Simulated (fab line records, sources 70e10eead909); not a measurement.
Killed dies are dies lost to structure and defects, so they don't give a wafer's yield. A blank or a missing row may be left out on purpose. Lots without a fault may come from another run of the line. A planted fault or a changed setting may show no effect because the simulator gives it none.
fab line records | flow nand_harc
record lots=5 wafers=15 last_day=32
route steps=1302 shown A_M0@1147 A_M1@1169 END@1302
lots that met no fault: from a run of the same line without faults
start_h: hours from the record's first day to the start of the lot's first wafer shown | wait_h: hours since the lot's step before | " the same as in the row above | L1.1+2: a row that stands for several wafers | - no value, or no start given | * or withheld: withheld | < > ~ a bound
route shown NAME@n: a module of which the file shows steps, and the number in the route of the first | usual: mean/standard deviation of fault-free wafers | same: alike in all rows | chamber/n: place in a boat | sites: the reading at each site | _std_site: their standard deviation | _edge_site: outer sites' mean less inner sites' | radius_mm: how far each site lies from the wafer's centre | mask NAME#n: copy n | behind: the tool/chamber that last shaped the wafer | hold: why the lot was held/for how many hours/how that ended | device: the transistor (n, p or np) that didn't switch | end of line: the same wafers' tests at the end of the route | a step without rows: its recipe alone | killed: dies lost to structure and defects at the first sort, not the wafer's yield | map: a wafer's dies, x killed, . not, _ none there
set.NAME: the setting as run; set.NAME@STEP: as run at that earlier step | model.NAME: the simulator's own value behind a step, which no gauge read
lots at some steps of the route; a table a step, a row a wafer
services: from which hour (start_h, from the record's first day; less than 0 if before it) a tool's chamber was out of use, for how many hours, and why
## steps
# step NHARC_A_M0_CD_MEAS_09
# recipe target_cd_nm=80 landing_energy_ev=500
# usual cd_nm=79.2/0.74
# columns lot.wafer tool chamber start_h wait_h cd_nm
L938.1 cd_sem-02 0 616.69 - 78.7
L938.3 " 0 " " 78.4
L938.4 " 0 " " 78.8
L940.1 cd_sem-01 0 647.08 - 77.8
L940.3 " 0 " " 80.4
L940.4 " 0 " " 79.3
L945.2 cd_sem-02 0 668.36 - 79.8
L945.4 " 0 " " 79.3
L945.6 " 0 " " 79.1
L943.2 cd_sem-02 0 676.35 - 79.6
L943.4 " 0 " " 78.8
L943.6 " 0 " " 80.1
L949.2 cd_sem-02 0 717.14 - 79.1
L949.4 " 0 " " 80.2
L949.5 " 0 " " 80.1
# step NHARC_A_M0_OVL_MEAS_10
# recipe pitch_nm=160
# usual overlay_x_nm=0.2/0.9 overlay_y_nm=-0.1/0.83
# columns lot.wafer tool chamber start_h wait_h overlay_x_nm overlay_y_nm
L938.1 overlay-02 - 616.78 - -0.4 -0.2
L938.3 " - " " -0.7 0.1
L938.4 " - " " -0.6 -0.3
L940.1 overlay-02 - 647.17 - -0.9 0.6
L940.3 " - " " 0.1 0.0
L940.4 " - " " -0.2 0.2
L945.2 overlay-01 - 668.44 - 0.3 -0.4
L945.4 " - " " 0.6 -0.1
L945.6 " - " " -0.1 -0.4
L943.2 overlay-01 - 676.43 - -0.7 0.0
L943.4 " - " " -0.8 0.1
L943.6 " - " " -0.8 0.0
L949.2 overlay-02 - 717.22 - 0.4 -0.1
L949.4 " - " " 0.5 -0.1
L949.5 " - " " -0.2 -1.0
# step NHARC_A_M0_INSPECT_11
# usual raw_defect_count=91/36
# columns lot.wafer tool chamber start_h wait_h raw_defect_count
L938.1 defect_inspect-02 - 616.82 0.0 21
L938.3 " - " " 16
L938.4 " - " " 18
L940.1 defect_inspect-01 - 647.21 0.0 65
L940.3 " - " " 63
L940.4 " - " " 53
L945.2 defect_inspect-02 - 668.48 0.0 37
L945.4 " - " " 33
L945.6 " - " " 30
L943.2 defect_inspect-01 - 676.47 0.0 79
L943.4 " - " " 92
L943.6 " - " " 71
L949.2 defect_inspect-02 - 717.26 0.0 96
L949.4 " - " " 82
L949.5 " - " " 80
# step NHARC_A_M0_DESCUM_14
# recipe time_s=3 o2_flow_sccm=200 ar_flow_sccm=0 bias_power_w=0 chemistry=O2
# step NHARC_A_M0_ETCH_34
# recipe target_depth_a=400 overetch_a=120 time_s=43.94 ion_energy_ev=200 n2_flow_sccm=150 h2_flow_sccm=150 ar_flow_sccm=0 rf_w=400 bias_w=150 chemistry=N2/H2
# step NHARC_A_M0_ETCH_15
# recipe target_depth_a=1500 overetch_a=150 time_s=82.5 c4f8_flow_sccm=withheld ar_flow_sccm=400 rf_w=600 bias_w=300 chemistry=C4F8/Ar
# usual oes_product_au=0.947/0.024 rf_vpp_V=440.2/2.7
# columns lot.wafer tool chamber start_h wait_h oes_product_au rf_hours_counter_h rf_vpp_V
L938.4 rie_diel-12 1 - - 0.912 6.5 444.2
L938.3 " 2 " " 0.943 6.4 443.6
L938.1 " 3 " " 0.925 5.7 437.2
L940.4 rie_diel-06 0 - - 0.920 11.2 440.0
L940.1 " 2 " " 0.931 9.1 434.9
L940.3 " 3 " " 0.928 9.6 442.8
L945.4 rie_diel-11 1 - - 0.914 2.3 441.0
L945.2 " 2 " " 0.927 3.2 438.1
L945.6 " 0 " " 0.922 - 437.7
L943.4 rie_diel-06 0 - - 0.939 0.1 441.0
L943.2 " 2 " " 0.989 0.1 437.0
L943.6 " 0 " " 0.959 - 438.9
L949.2 rie_diel-06 0 - - 0.937 3.0 440.1
L949.4 " 1 " " 0.960 2.6 440.4
L949.5 " 2 " " 0.991 - 436.5
# step NHARC_A_M0_CD_MEAS_16
# usual cd_nm=79.2/1
# columns lot.wafer tool chamber start_h wait_h cd_nm
L938.1 cd_sem-03 - 617.19 - 80.1
L938.3 " - " " 78.2
L938.4 " - " " 78.6
L940.1 cd_sem-01 - 647.56 - 77.2
L940.3 " - " " 79.6
L940.4 " - " " 80.1
L945.2 cd_sem-03 - 668.84 - 79.3
L945.4 " - " " 79.6
L945.6 " - " " 80.3
L943.2 cd_sem-01 - 676.83 - 80.5
L943.4 " - " " 79.6
L943.6 " - " " 79.9
L949.2 cd_sem-01 - 717.62 - 78.3
L949.4 " - " " 81.8
L949.5 " - " " 79.6
# step NHARC_A_M0_STRIP_18
# recipe power_w=1000 n2_flow_sccm=150 h2_flow_sccm=150 ar_flow_sccm=0 bias_w=0 chemistry=N2/H2
# usual drypump_motor_current_A=5.7/0.45 oes_product_au=0.998/0.011 rf_vpp_V=90.4/1 showerhead_plenum_p_Torr=1.99/0.089 throttle_valve_pct=14.171/0.0097
# columns lot.wafer tool chamber start_h wait_h drypump_motor_current_A oes_product_au rf_hours_counter_h rf_vpp_V showerhead_plenum_p_Torr throttle_valve_pct
L938.3 rie_diel-12 1 617.29 0.1 5.3 0.982 6.5 90.0 2.18 14.151
L938.4 " 2 " " 6.0 1.001 6.4 92.0 2.10 14.162
L938.1 " 3 " " 6.0 0.991 5.7 91.3 1.92 14.196
L940.4 rie_diel-11 3 647.64 0.1 4.9 1.005 1.7 90.1 1.93 14.175
L940.3 " 0 " " 5.9 1.014 1.2 90.7 1.92 14.166
L940.1 " 2 " " 6.3 1.018 1.8 90.4 1.96 14.178
L945.2 rie_diel-11 3 668.91 0.1 4.9 0.985 3.2 89.8 1.92 14.148
L945.4 " 2 " " 6.3 1.005 3.3 90.7 1.96 14.171
L945.6 " 3 " " 4.9 0.995 - 88.8 1.92 14.158
L943.2 rie_diel-06 2 676.96 0.1 5.7 1.016 0.1 89.2 1.90 14.176
L943.4 " 3 " " 5.8 1.010 0.1 92.1 2.09 14.195
L943.6 " 1 " " 5.0 1.008 - 89.9 2.06 14.159
L949.4 rie_diel-11 3 717.69 0.1 4.9 0.994 6.2 89.8 1.92 14.172
L949.2 " 2 " " 6.3 0.983 6.3 89.3 1.96 14.162
L949.5 " 0 " " 5.9 1.003 - 90.5 1.92 14.168
# step NHARC_A_M0_STRIP_19
# recipe time_s=600 temp_c=30 chemistry=post_etch_residue_remover
# step NHARC_A_M0_DEGAS_28
# recipe temp_c=250 time_s=60
# usual heater_power_w=329/33
# columns lot.wafer tool chamber start_h wait_h heater_power_w
L938.1 pvd_sputter-01 - 617.80 - 389
L938.4 " - " " 421
L938.3 " - " " 326
L940.4 pvd_sputter-03 - 648.18 - 325
L940.3 " - " " 318
L940.1 " - " " 361
L945.4 pvd_sputter-03 - 669.50 - 326
L945.2 " - " " 306
L945.6 " - " " 322
L943.2 pvd_sputter-03 - 677.45 - 358
L943.4 " - " " 318
L943.6 " - " " 365
L949.2 pvd_sputter-01 - 718.25 - 405
L949.4 " - " " 330
L949.5 " - " " 376
# step NHARC_A_M0_PRE_CLEAN_29
# recipe time_s=30 temp_c=280 gas=H2/He
# usual heater_power_w=401/38
# columns lot.wafer tool chamber start_h wait_h heater_power_w
L938.4 pvd_sputter-01 - - - 401
L938.3 " - " " 429
L938.1 " - " " 465
L940.3 pvd_sputter-03 - - - 397
L940.1 " - " " 446
L940.4 " - " " 392
L945.2 pvd_sputter-03 - - - 377
L945.4 " - " " 398
L945.6 " - " " 446
L943.2 pvd_sputter-03 - - - 377
L943.4 " - " " 447
L943.6 " - " " 397
L949.2 pvd_sputter-01 - - - 462
L949.4 " - " " 512
L949.5 " - " " 471
# step NHARC_A_M0_PVD_20
# recipe target_thk_a=50 bias_v=168.6 power_w=15000 chamber_pressure_pa=0.12 time_s=8.06 substrate_temp_c=50 material=TaN
# step NHARC_A_M0_PVD_21
# recipe target_thk_a=300 chamber_pressure_pa=5 power_w=5000 substrate_temp_c=30 time_s=20.49 material=Cu
# usual substrate_temp_c=30.00/0.12 throttle_valve_pct=29.8/1.3
# columns lot.wafer tool chamber start_h wait_h substrate_temp_c throttle_valve_pct
L938.1 pvd_sputter-01 - 618.03 - 30.11 29.8
L938.3 " - " " 29.96 29.3
L938.4 " - " " 29.86 29.1
L940.1 pvd_sputter-03 - 648.42 - 30.15 30.7
L940.3 " - " " 30.00 29.7
L940.4 " - " " 29.83 30.1
L945.2 pvd_sputter-03 - 669.72 - 29.89 29.7
L945.4 " - " " 30.15 30.6
L945.6 " - " " 30.02 29.9
L943.2 pvd_sputter-03 - 677.67 - 30.00 29.9
L943.4 " - " " 29.97 29.8
L943.6 " - " " 30.17 27.1
L949.4 pvd_sputter-01 - 718.56 - 29.82 32.4
L949.2 " - " " 29.93 29.4
L949.5 " - " " 30.17 29.3
# step NHARC_A_M0_ECD_22
# recipe target_thk_a=4000 bath_temp_c=25 material=Cu
# step NHARC_A_M0_ANNEAL_30
# recipe temp_c=225 time_s=90
# usual anneal_temp_c_max=226.04/0.26 wafer_temp_C_max=226.4/0.32
# columns lot.wafer tool chamber start_h wait_h anneal_temp_c_max wafer_temp_C_max
L938.1 rtp_anneal-02 0 618.54 0.3 226.54 226.9
L938.3 " 0 " " 226.13 226.3
L938.4 " 0 " " 226.44 227.1
L940.1 rtp_anneal-01 0 648.92 0.3 226.23 226.9
L940.3 " 0 " " 226.13 226.1
L940.4 " 0 " " 225.97 226.0
L945.2 rtp_anneal-01 0 670.28 0.4 225.92 226.3
L945.4 " 0 " " 226.17 226.3
L945.6 " 0 " " 226.21 226.2
L943.2 rtp_anneal-02 0 678.25 - 225.86 226.4
L943.4 " 0 " " 225.86 226.6
L943.6 " 0 " " 225.84 226.3
L949.2 rtp_anneal-01 0 719.13 0.4 226.19 227.4
L949.4 " 0 " " 226.35 226.3
L949.5 " 0 " " 226.19 226.4
# step NHARC_A_M0_CMP_23
# recipe t_overpolish_s=20 target_thk_nm=113.75
# step NHARC_A_M0_SRD_25
# step NHARC_A_M0_INSPECT_27
# usual raw_defect_count=560/160
# columns lot.wafer tool chamber start_h wait_h raw_defect_count
L938.1 defect_inspect-01 - 619.36 0.0 349
L938.3 " - " " 300
L938.4 " - " " 380
L940.1 defect_inspect-02 - 649.74 0.0 593
L940.3 " - " " 496
L940.4 " - " " 467
L945.2 defect_inspect-02 - 671.05 0.0 308
L945.4 " - " " 333
L945.6 " - " " 290
L943.2 defect_inspect-02 - 679.02 0.0 496
L943.4 " - " " 413
L943.6 " - " " 461
L949.2 defect_inspect-02 - 719.89 0.0 417
L949.4 " - " " 459
L949.5 " - " " 450
# step NHARC_A_M0_PRE_CLEAN_31
# recipe time_s=12 temp_c=370 rf_power_w=300 gas=NH3
# step NHARC_A_M0_DEP_32
# recipe target_thk_a=300 temp_c=370 target_thk_nm=30 pressure_torr=3 flow_sccm=200 rf_w=450 material=SiCN
# step NHARC_A_M1_DEP_00
# recipe target_thk_a=1825 target_thk_nm=182.5 temp_c=withheld pressure_torr=5 flow_sccm=200 rf_w=600 material=SiOC
# step NHARC_A_M1_DEHYDRATE_01
# recipe temp_c=150 time_s=120
# step NHARC_A_M1_HMDS_02
# recipe time_s=30
# step NHARC_A_M1_COAT_34
# recipe temp_c=200 time_s=65
# step NHARC_A_M1_COAT_03
# recipe spin_rpm=1500 resist_thk_nm=90
# step NHARC_A_M1_SOFTBAKE_04
# recipe temp_c=105 time_s=55
# step NHARC_A_M1_EBR_05
# step NHARC_A_M1_EXPOSE_06
# recipe na=1.35 target_cd_nm=120 dose_mj=75.13 mask_id=A_M1
# step NHARC_A_M1_PEB_07
# recipe peb_temp_c=100 peb_time_s=65
# step NHARC_A_M1_DEVELOP_08
# recipe develop_time_s=35 dev_temp_c=23
# step NHARC_A_M1_CD_MEAS_09
# recipe target_cd_nm=120 landing_energy_ev=500
# usual cd_nm=120.0/0.63
# columns lot.wafer tool chamber start_h wait_h cd_nm
L938.1 cd_sem-01 0 620.75 - 118.7
L938.3 " 0 " " 119.2
L938.4 " 0 " " 119.0
L940.1 cd_sem-03 0 651.13 - 119.9
L940.3 " 0 " " 119.2
L940.4 " 0 " " 119.2
L945.2 cd_sem-03 0 672.42 - 119.8
L945.4 " 0 " " 120.9
L945.6 " 0 " " 119.4
L943.4 cd_sem-03 0 680.57 - 118.9
L943.6 " 0 " " 120.3
L949.2 cd_sem-02 0 721.27 - 119.4
L949.4 " 0 " " 119.8
L949.5 " 0 " " 119.7
# step NHARC_A_M1_OVL_MEAS_10
# recipe pitch_nm=240
# usual overlay_x_nm=-0.2/0.73 overlay_y_nm=0.2/0.77
# columns lot.wafer tool chamber start_h wait_h overlay_x_nm overlay_y_nm
L938.1 overlay-02 - 620.84 - 0.4 0.2
L938.3 " - " " 0.7 0.1
L938.4 " - " " 0.5 0.3
L940.1 overlay-01 - 651.22 - -0.8 1.1
L940.3 " - " " -1.0 1.7
L940.4 " - " " -0.6 1.0
L945.2 overlay-02 - 672.51 - -0.4 1.6
L945.4 " - " " -0.1 1.0
L945.6 " - " " 0.1 1.1
L943.4 overlay-01 - 680.65 - 0.6 1.0
L943.6 " - " " 0.3 0.2
L949.2 overlay-02 - 721.35 - 0.2 -0.4
L949.4 " - " " 0.1 -0.1
L949.5 " - " " 0.2 -0.2
# step NHARC_A_M1_INSPECT_11
# usual raw_defect_count=91/36
# columns lot.wafer tool chamber start_h wait_h raw_defect_count
L938.1 defect_inspect-01 - 620.88 0.0 22
L938.3 " - " " 15
L938.4 " - " " 20
L940.1 defect_inspect-01 - 651.26 0.0 66
L940.3 " - " " 64
L940.4 " - " " 55
L945.2 defect_inspect-02 - 672.54 0.0 33
L945.4 " - " " 33
L945.6 " - " " 26
L943.4 defect_inspect-02 - 680.69 0.0 94
L943.6 " - " " 72
L949.2 defect_inspect-01 - 721.39 0.0 94
L949.4 " - " " 88
L949.5 " - " " 81
# step NHARC_A_M1_DESCUM_14
# recipe time_s=3 o2_flow_sccm=200 ar_flow_sccm=0 bias_power_w=0 chemistry=O2
# step NHARC_A_M1_ETCH_35
# recipe target_depth_a=400 overetch_a=120 time_s=43.94 ion_energy_ev=200 n2_flow_sccm=150 h2_flow_sccm=150 ar_flow_sccm=0 rf_w=400 bias_w=150 chemistry=N2/H2
# step NHARC_A_M1_ETCH_15
# recipe target_depth_a=1825 time_s=91.2 c4f8_flow_sccm=withheld ar_flow_sccm=400 rf_w=600 bias_w=300 chemistry=C4F8/Ar
# step NHARC_A_M1_CD_MEAS_16
# usual cd_nm=119.9/0.81
# columns lot.wafer tool chamber start_h wait_h cd_nm
L938.1 cd_sem-01 - 621.24 - 118.3
L938.3 " - " " 119.7
L938.4 " - " " 119.8
L940.1 cd_sem-01 - 651.62 - 119.3
L940.3 " - " " 120.2
L940.4 " - " " 118.3
L945.2 cd_sem-03 - 672.91 - 119.7
L945.4 " - " " 119.8
L945.6 " - " " 118.6
L943.4 cd_sem-03 - 681.06 - 119.0
L943.6 " - " " 120.8
L949.2 cd_sem-02 - 721.76 - 119.1
L949.4 " - " " 120.3
L949.5 " - " " 119.3
# step NHARC_A_M1_STRIP_18
# recipe power_w=1000 n2_flow_sccm=150 h2_flow_sccm=150 ar_flow_sccm=0 bias_w=0 chemistry=N2/H2
# step NHARC_A_M1_ETCH_28
# recipe target_depth_a=300 over_etch_frac=0.3 time_s=72.99 ion_energy_ev=150 cf4_flow_sccm=50 n2_flow_sccm=100 ar_flow_sccm=150 rf_w=300 bias_w=100 chemistry=CF4/N2
# step NHARC_A_M1_STRIP_19
# recipe time_s=600 temp_c=30 chemistry=post_etch_residue_remover
# step NHARC_END_SORT_01
# recipe temp_c=25
# usual defect_limited_yield=91.6/2.8 killed_at_array=52/18 killed_at_other=0.6/0.83 killed_at_periphery=4.3/2.8 killed_dies=57/19 killed_open=3.4/2 killed_short=2.5/1.7 sort_bin_2_pct=3.0/1.1 sort_bin_3_pct=0.6/0.41 sort_bin_4_pct=4.7/1.6 sort_n_pass=620/19 sort_rim_yield_pct=91/3.7 sort_yield_pct=91.6/2.8
# same gross_dies=677 sort_bin_5_pct[%]=0 sort_bin_6_pct[%]=0 sort_bin_7_pct[%]=0 sort_bin_8_pct[%]=0 sort_rim_n_gross=106.00
# columns lot.wafer tool chamber start_h wait_h defect_limited_yield[%] killed_at_array killed_at_other killed_at_periphery killed_dies killed_open killed_short sort_bin_2_pct[%] sort_bin_3_pct[%] sort_bin_4_pct[%] sort_n_pass sort_rim_yield_pct[%] sort_yield_pct[%]
L938.1 prober-01 0 658.43 2.5 96.9 18 1 2 21 2 1 0.9 0.1 2.1 656 96 96.9
L938.3 prober-01 0 660.02 3.1 97.3 14 2 2 18 4 1 0.9 0 1.8 659 99 97.3
L938.4 prober-01 0 660.82 3.4 96.2 19 3 4 26 1 1 1.5 0.4 1.9 651 94 96.2
L940.1 prober-01 0 688.22 2.5 93.8 37 2 3 42 3 2 2.1 0 4.1 635 91 93.8
L940.3 prober-01 0 689.82 3.1 94.4 32 1 5 38 2 2 1.8 0.4 3.4 639 85 94.4
L940.4 prober-01 0 690.62 3.4 94.2 36 1 2 39 3 5 2.5 0 3.2 638 90 94.2
L945.2 prober-01 0 715.04 2.8 93.1 39 2 6 47 4 5 1.6 0.4 4.9 630 89 93.1
L945.4 prober-01 0 716.67 3.4 92.5 41 1 9 51 4 7 2.8 0.4 4.3 626 92 92.5
L945.6 prober-01 0 718.29 4.1 95.3 26 0 6 32 0 3 1.2 0.3 3.2 645 94 95.3
L943.2 prober-02 0 722.92 2.8 0.3 675 0 0 675 1 2 96.8 0.3 2.7 2 1 0.3
L943.4 prober-02 0 724.54 3.4 94.4 35 0 3 38 3 1 2.5 0 3.1 639 90 94.4
L943.6 prober-02 0 726.17 4.1 94.7 33 0 3 36 3 1 2.1 0.4 2.8 641 91 94.7
# killed by level:class
L938.1 A_CHANNEL_HOLE_D1:chamber_film_flake=6 A_CONTACT:chamber_film_flake=4 A_CHANNEL_HOLE_D2:chamber_film_flake=3 P_M2:geometric_particle:open=1 A_DECK1_JOINT:geometric_particle:short=1 A_CONTACT:geometric_particle:open=1 P_GATE:chamber_film_flake=1 A_CHANNEL_FILL_D1:chamber_film_flake=1
L938.3 A_SLIT:chamber_film_flake=4 A_CONTACT:chamber_film_flake=3 A_CHANNEL_HOLE_D2:chamber_film_flake=2 THIN_TSV:chamber_film_flake=2 P_CONTACT:geometric_particle:short=1 P_CONTACT:geometric_particle:open=1 A_DECK1_JOINT:geometric_particle:open=1 A_CONTACT:geometric_particle:open=1
L938.4 A_CHANNEL_HOLE_D1:chamber_film_flake=7 P_GATE:chamber_film_flake=4 A_DECK1_JOINT:chamber_film_flake=2 A_CHANNEL_HOLE_D2:chamber_film_flake=2 A_STAIRCASE:chamber_film_flake=2 A_SLIT:chamber_film_flake=2 A_CONTACT:chamber_film_flake=2 THIN_TSV:chamber_film_flake=2
L940.1 A_SLIT:chamber_film_flake=18 A_CONTACT:chamber_film_flake=8 A_CHANNEL_HOLE_D1:chamber_film_flake=3 P_CONTACT:chamber_film_flake=2 A_CHANNEL_FILL_D1:chamber_film_flake=2 P_GATE:geometric_particle:open=1 A_CHANNEL_FILL_D1:geometric_particle:open=1 A_WL_FILL:geometric_particle:open=1
L940.3 A_SLIT:chamber_film_flake=17 A_CHANNEL_HOLE_D1:chamber_film_flake=4 P_CONTACT:chamber_film_flake=4 A_WL_FILL:chamber_film_flake=2 A_CONTACT:chamber_film_flake=2 A_ONON_D1:geometric_particle:short=1 A_CHANNEL_FILL_D1:geometric_particle:open=1 A_WL_FILL:geometric_particle:short=1
L940.4 A_SLIT:chamber_film_flake=14 A_WL_FILL:chamber_film_flake=4 A_CHANNEL_HOLE_D1:chamber_film_flake=3 A_CONTACT:chamber_film_flake=3 A_WL_FILL:geometric_particle:open=2 P_CONTACT:chamber_film_flake=2 A_DECK1_JOINT:chamber_film_flake=2 A_CHANNEL_HOLE_D1:geometric_particle:open=1
L945.2 A_CHANNEL_HOLE_D1:chamber_film_flake=10 A_STAIRCASE:chamber_film_flake=10 P_GATE:chamber_film_flake=5 A_SLIT:chamber_film_flake=3 A_CHANNEL_FILL_D2:geometric_particle:short=2 A_WL_FILL:geometric_particle:short=2 A_CHANNEL_FILL_D2:chamber_film_flake=2 A_CONTACT:chamber_film_flake=2
L945.4 A_CHANNEL_HOLE_D1:chamber_film_flake=12 P_GATE:chamber_film_flake=9 A_STAIRCASE:chamber_film_flake=7 A_SLIT:chamber_film_flake=5 A_CONTACT:chamber_film_flake=5 A_CHANNEL_FILL_D2:geometric_particle:short=3 A_WL_FILL:geometric_particle:short=2 A_ONON_D1:geometric_particle:open=1
L945.6 A_CHANNEL_HOLE_D1:chamber_film_flake=9 P_GATE:chamber_film_flake=6 A_STAIRCASE:chamber_film_flake=6 A_CONTACT:chamber_film_flake=4 A_SLIT:chamber_film_flake=3 A_SGD_CUT:geometric_particle:short=1 A_WL_FILL:geometric_particle:short=1 A_CONTACT:geometric_particle:short=1
L943.2 A_M0:area_pvd=640 A_SLIT:chamber_film_flake=17 A_CHANNEL_HOLE_D1:chamber_film_flake=6 A_CONTACT:chamber_film_flake=6 A_M0:chamber_film_flake=2 A_ONON_D1:geometric_particle:short=1 A_CHANNEL_FILL_D2:geometric_particle:short=1 A_SLIT:geometric_particle:open=1
L943.4 A_SLIT:chamber_film_flake=20 A_CONTACT:chamber_film_flake=5 A_CHANNEL_HOLE_D1:chamber_film_flake=4 A_M0:chamber_film_flake=3 P_CONTACT:geometric_particle:open=2 P_M0:geometric_particle:open=1 A_CHANNEL_FILL_D2:geometric_particle:short=1 A_CHANNEL_FILL_D2:chamber_film_flake=1
L943.6 A_SLIT:chamber_film_flake=18 A_CONTACT:chamber_film_flake=6 A_CHANNEL_HOLE_D1:chamber_film_flake=2 A_CHANNEL_FILL_D2:chamber_film_flake=2 A_M0:chamber_film_flake=2 P_CONTACT:geometric_particle:open=1 A_DECK1_JOINT:geometric_particle:open=1 A_ONON_D2:geometric_particle:short=1
# map L943.2 (x killed, . not)
____________x____________
_________xxxxxxx_________
_______xxxxxxxxxxx_______
______xxxxxxxxxxxxx______
_____xxxxxxxxxxxxxxx_____
____xxxxxxxxxxxxxxxxx____
____xxxxxxxxxxxxxxxxx____
___xxxxxxxxxxxxxxxxxxx___
___xxxxxxxxxxxxxxxxxxx___
__xxxxxxxxxxxxxxxxxxxxx__
__xxxxxxxxxxxxxxxxxxxxx__
_xxxxxxxxxxxxxxxxxxxxxxx_
_xxxxxxxxxxxxxxxx.xxxxxx_
_xxxxxxxxxxxxxxxxxxxxxxx_
_xxxxxxxxxxxxxxxxxxxxxxx_
_xxxxxxxxxxxxxxxxxxxxxxx_
xxxxxxxxxxxxxxxxxxxxxxxxx
xxxxxxxxxxxxxxxxxxxxxxxxx
xxxxxxxxxxxxxxxxxxxxxxxxx
xxxxxxxxxxxxxxxxxxxxxxxxx
xxxxxxxxxxxxxxxxxxxxxxxxx
_xxxxxxxxxxxxxxxxxxxxxxx_
_xxxxxxxxxxxxxxxxxxxxxxx_
_xxxxxxxxxxxxxxxxxxxxxxx_
_xxxxxxxxxxxxxxxxxxxxxxx_
_xxxxxxxxxxxxxxxxxxxxxxx_
__xxxxxxxxxxxxxxxxxxxxx__
__xxxxxxxxxxxxxxxxxxxxx__
___xxxxxxxxxxxxxxxxxxx___
___xxxxxxxxxxxxxxxxxxx___
____xxxxxxxxxxxxxxxxx____
____xxxxxxxxxxxxxxxxx____
_____xxxxxxxxxxxxxxx_____
______xxxxxxxxxxxxx______
_______xxxxxxxxxxx_______
_________x.xxxxx_________
____________x____________
# map L945.4 (x killed, . not)
____________.____________
_________......._________
_______..........._______
______.........x...______
_____..............._____
____.................____
____...x.......x.....____
___...................___
___...........x.......___
__.......x.............__
__.....................__
_......x...x...x........_
_....x..........x......._
_x......................_
_.........x............._
_......................._
...........x.............
..............x..........
..................x......
......xx.................
.....x....x........x..x..
_...xx.................._
_......................._
_..x................x..._
_...x..............x...._
_......................._
__xx..x...............x__
__.x.x.........x...x...__
___xx............x....___
___.x..........x..x...___
____xxx........x.x...____
____.................____
_____x.........x...._____
______........x....______
_______..........._______
_________...xx.._________
____________.____________
## services
# columns tool chamber start_h hours kind
rie_diel-11 1 607.60 2.4 repair
rie_diel-11 - 609.50 9.0 pm
rie_diel-11 0 609.50 9.0 vent_cycle
rie_diel-11 2 609.50 9.0 vent_cycle
rie_diel-11 3 609.50 9.0 vent_cycle
rie_diel-06 0 616.46 - clean
rie_diel-06 1 616.46 - clean
rie_diel-06 2 616.46 - clean
rie_diel-06 3 616.46 - clean
rie_diel-11 0 618.50 - clean
rie_diel-11 1 618.50 - clean
rie_diel-11 2 618.50 - clean
rie_diel-12 - 622.40 9.0 pm
rie_diel-11 2 637.09 4.7 repair
pvd_sputter-01 - 649.41 1.6 repair
rie_diel-06 3 651.42 7.2 repair
rie_diel-06 0 655.70 10.1 repair
rie_diel-06 - 661.96 9.0 pm
pvd_sputter-03 - 664.65 2.6 repair
pvd_sputter-01 - 673.64 2.6 repair
pvd_sputter-03 - 689.49 1.0 repair
rie_diel-12 0 692.26 21.1 repair
pvd_sputter-03 - 707.48 2.2 repair
pvd_sputter-03 - 717.25 10.0 pm
## key
first_sign step=NHARC_END_SORT_01 reading=sort_bin_2_pct direction=up sigmas=83 usual=3.0 struck=96.8
effect step=NHARC_END_SORT_01 reading=killed_at_array direction=up sigmas=34 usual=52 struck=675
more_kills_born_at NHARC_A_M0_PVD_21@pvd_sputter-03=640
met_at NHARC_A_M0_PVD_21
struck_wafers L943.2
later_rows_left_out L943.2
onset_between 669.72 677.67
fault kind=process_parameter_drift tool=pvd_sputter-03 chamber=- onset_h=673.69 steps=NHARC_A_M0_PVD_21 channel=target_thk_a offset=* shape=step end_h=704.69 acts_in=* stated=* scope=struck_wafers_only
# later_rows_left_out: the simulator's readings of these wafers behind a module that went badly wrong aren't trusted and aren't shown, but for the sort
